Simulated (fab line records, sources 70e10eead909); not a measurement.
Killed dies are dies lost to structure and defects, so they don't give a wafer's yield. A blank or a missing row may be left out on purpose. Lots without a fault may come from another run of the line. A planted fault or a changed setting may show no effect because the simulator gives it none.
Which tool did it? | flow nand_harc | 13 lots, 39 wafers sampled, at 5 steps of a route of 1302

WHAT THE GAUGES READ, wafer by wafer
NHARC_P_GATE_CD_MEAS_91: target cd 2000 nm. Usual: cd_nm 2000.6 nm, standard deviation 1.6.
lot  | measured     | on        | cd_nm (nm)           | flag
L472 | day 5 15:13  | cd_sem-03 | 2002.3 2003.6 2001.0 |
L473 | day 6 04:20  | cd_sem-02 | 2002.8 1999.0 1999.4 |
L474 | day 6 07:25  | cd_sem-03 | 2000.2 1998.9 1999.5 |
L475 | day 7 01:45  | cd_sem-02 | 2002.9 2002.1 2003.2 |
L476 | day 7 05:53  | cd_sem-03 | 2002.3 2001.8 2004.8 |
L477 | day 7 16:33  | cd_sem-03 | 1997.2 2000.5 2001.1 |
L483 | day 10 07:28 | cd_sem-03 | 2001.4 2000.1 2000.0 |
L490 | day 13 06:25 | cd_sem-03 | 2000.8 2002.5 2002.3 |
L491 | day 13 20:19 | cd_sem-02 | 2000.8 1998.5 1999.1 |
L492 | day 14 06:47 | cd_sem-02 | 2002.3 1999.2 2001.6 |
L493 | day 15 05:35 | cd_sem-02 | 1998.1 1998.5 2000.7 |
L494 | day 15 07:21 | cd_sem-03 | 2002.3 2001.1 2000.5 |
L495 | day 15 15:58 | cd_sem-01 | 2001.5 2002.9 2000.7 |

NHARC_P_CONTACT_CD_MEAS_19. Usual: cd_nm 90.6 nm, standard deviation 1.6.
lot  | measured     | on        | cd_nm (nm)     | flag
L472 | day 5 20:49  | cd_sem-03 | 93.3 90.6 90.7 |
L473 | day 6 10:04  | cd_sem-03 | 92.2 91.2 93.1 |
L474 | day 6 13:18  | cd_sem-02 | 90.2 91.0 86.5 |
L475 | day 7 07:33  | cd_sem-03 | 91.3 90.6 90.0 |
L476 | day 7 11:39  | cd_sem-02 | 91.0 91.3 91.0 |
L477 | day 7 22:09  | cd_sem-01 | 88.3 87.1 91.1 |
L483 | day 10 13:10 | cd_sem-01 | 91.5 91.8 94.5 |
L490 | day 13 12:18 | cd_sem-03 | 86.6 91.0 89.8 |
L491 | day 14 02:02 | cd_sem-01 | 89.8 92.8 93.5 |
L492 | day 14 12:25 | cd_sem-01 | 93.5 92.6 91.1 |
L493 | day 15 11:38 | cd_sem-03 | 88.5 89.9 91.4 |
L494 | day 15 20:50 | cd_sem-03 | 91.5 93.0 91.4 |
L495 | day 15 22:07 | cd_sem-03 | 89.2 90.3 88.7 |

NHARC_END_SORT_01. Usual: killed_at_array 52, standard deviation 18; killed_at_other 1.2, standard deviation 1.5; killed_at_periphery 4, standard deviation 3.2; killed_dies 57, standard deviation 17; killed_open 3.1, standard deviation 1.9; killed_short 2.5, standard deviation 1.7.
lot  | measured     | on        | killed_at_array | killed_at_other | killed_at_periphery | killed_dies | killed_open | killed_short | flag
L483 | day 29 00:37 | prober-01 | 40 36 31        | 0 0 0           | 2 63 17             | 42 99 48    | 0 3 4       | 2 5 4        | OFF

WHICH TOOL RAN EACH LOT (tool, then ch and the chambers of the sampled wafers, then the start)
lot  | NHARC_P_CONTACT_ETCH_36            | NHARC_P_CONTACT_ALD_22
L472 | rie_diel-08 ch 1,2,3, day 5 20:11  | ald_metal-01 ch 2,3, day 5 21:47
L473 | rie_diel-08 ch 0,2,3, day 6 09:23  | ald_metal-04 ch 0,2, day 6 11:01
L474 | rie_diel-09 ch 0,2,3, day 6 12:38  | ald_metal-01 ch 1,2, day 6 14:16
L475 | rie_diel-11 ch 0,1,3, day 7 06:53  | ald_metal-04 ch 1,2,3, day 7 08:31
L476 | rie_diel-08 ch 0,1,3, day 7 10:57  | ald_metal-02 ch 1,2,3, day 7 12:37
L477 | rie_diel-09 ch 1,3, day 7 21:29    | ald_metal-04 ch 0,1,3, day 7 23:10
L483 | rie_diel-08 ch 0,2, day 10 12:29   | ald_metal-04 ch 0,2, day 10 14:08
L490 | rie_diel-09 ch 0,1,2, day 13 11:38 | ald_metal-01 ch 0,1,3, day 13 13:15
L491 | rie_diel-08 ch 0,1,3, day 14 01:22 | ald_metal-04 ch 1,2, day 14 02:59
L492 | rie_diel-08 ch 0,1,3, day 14 11:46 | ald_metal-02 ch 1,3, day 14 13:22
L493 | rie_diel-08 ch 0,1, day 15 10:58   | ald_metal-02 ch 1,2, day 15 12:35
L494 | rie_diel-09 ch 1,3, day 15 20:03   | ald_metal-02 ch 0,1, day 15 21:53
L495 | rie_diel-11 ch 0,1, day 15 21:18   | ald_metal-04 ch 0,1, day 15 23:07
- NHARC_P_CONTACT_ETCH_36: etches the open film in N2/H2, target depth 260 nm, time 406.25 s.
- NHARC_P_CONTACT_ALD_22: deposits TiN, target thk 3 nm, pulse time 1 s, ald cycles 150.

WHAT THE TOOLS THEMSELVES READ (means of the sampled wafers that have a number; where no wafer has one, the mark that the record gives instead)
NHARC_P_CONTACT_ETCH_36. Usual: drypump_motor_current_A 5.8 A, standard deviation 0.56; oes_product_au 1.001 a.u., standard deviation 0.0087; rf_vpp_V 430.3 V, standard deviation 2.7; showerhead_plenum_p_Torr 2.03 Torr, standard deviation 0.096; throttle_valve_pct 14.172 %, standard deviation 0.0089.
lot  | tool        | drypump_motor_current_A (A) | oes_product_au (a.u.) | rf_vpp_V (V) | showerhead_plenum_p_Torr (Torr) | throttle_valve_pct (%) | flag
L472 | rie_diel-08 | 6.1                         | 1.003                 | 431.3        | 2.07                            | 14.176                 |
L473 | rie_diel-08 | 6.2                         | 1.007                 | 430.2        | 2.04                            | 14.171                 |
L474 | rie_diel-09 | 5.7                         | 1.001                 | 429.4        | 2.02                            | 14.171                 |
L475 | rie_diel-11 | 5.6                         | 1.001                 | 427.8        | 1.96                            | 14.182                 |
L476 | rie_diel-08 | 5.9                         | 1.004                 | 433.4        | 2.11                            | 14.181                 |
L477 | rie_diel-09 | 5.7                         | 1.002                 | 428.3        | 1.93                            | 14.175                 |
L483 | rie_diel-08 | 5.9                         | 0.922                 | 430.2        | 2.01                            | 14.174                 | OFF
L490 | rie_diel-09 | 5.6                         | 0.994                 | 429.4        | 2.01                            | 14.169                 |
L491 | rie_diel-08 | 5.9                         | 1.004                 | 433.0        | 2.11                            | 14.171                 |
L492 | rie_diel-08 | 5.9                         | 1.006                 | 432.1        | 2.11                            | 14.169                 |
L493 | rie_diel-08 | 5.4                         | 1.005                 | 432.0        | 2.12                            | 14.182                 |
L494 | rie_diel-09 | 5.7                         | 0.994                 | 428.7        | 1.94                            | 14.172                 |
L495 | rie_diel-11 | 5.7                         | 0.991                 | 428.2        | 1.96                            | 14.166                 |

NHARC_P_CONTACT_ALD_22. Usual: heater_power_w 1151 W, standard deviation 160; precursor_pulse_height_rel 0.999, standard deviation 0.02.
lot  | tool         | heater_power_w (W) | precursor_pulse_height_rel | flag
L472 | ald_metal-01 | 1226               | 0.995                      |
L473 | ald_metal-04 | 1043               | 0.992                      |
L474 | ald_metal-01 | 1247               | 0.993                      |
L475 | ald_metal-04 | 1079               | 1.002                      |
L476 | ald_metal-02 | 1328               | 0.989                      |
L477 | ald_metal-04 | 1141               | 0.990                      |
L483 | ald_metal-04 | 974                | 1.005                      |
L490 | ald_metal-01 | 1198               | 0.990                      |
L491 | ald_metal-04 | 957                | 0.996                      |
L492 | ald_metal-02 | 1406               | 1.006                      |
L493 | ald_metal-02 | 1196               | 0.984                      |
L494 | ald_metal-02 | 1222               | 0.992                      |
L495 | ald_metal-04 | 1140               | 1.020                      |

THE ANSWER, worked out from the rows above alone
Rule: a lot is off if the mean of its wafers that have a number lies more than 3 standard deviations from the usual mean. A lot without any number at a reading at which 4 lots or more have one is off too. The other lots that the step has rows for count as sound. The gauges are gone through in route order, then the tools' own readings, and for those a lot's mean is taken as printed above. The first step at which some lot is off is used, and at that step the reading that is off furthest; a lot without a number counts as furthest.
Off: L483, at NHARC_END_SORT_01 (killed_at_periphery). Neither off nor sound, because the step has no rows for them: L472, L473, L474, L475, L476, L477, L490, L491, L492, L493, L494, L495.
A tool fits if, at a process step before that reading, it ran every lot that is off, and no sound lot after the first of them. The gauges at NHARC_END_SORT_01 aren't tried: what is off there is off at NHARC_P_CONTACT_ETCH_36 too, on other tools, and a gauge's error can't cause that. Can't be told from this: 2 tools fit, rie_diel-08 at NHARC_P_CONTACT_ETCH_36, ald_metal-04 at NHARC_P_CONTACT_ALD_22.

WHAT THE SIMULATOR HAD PUT IN
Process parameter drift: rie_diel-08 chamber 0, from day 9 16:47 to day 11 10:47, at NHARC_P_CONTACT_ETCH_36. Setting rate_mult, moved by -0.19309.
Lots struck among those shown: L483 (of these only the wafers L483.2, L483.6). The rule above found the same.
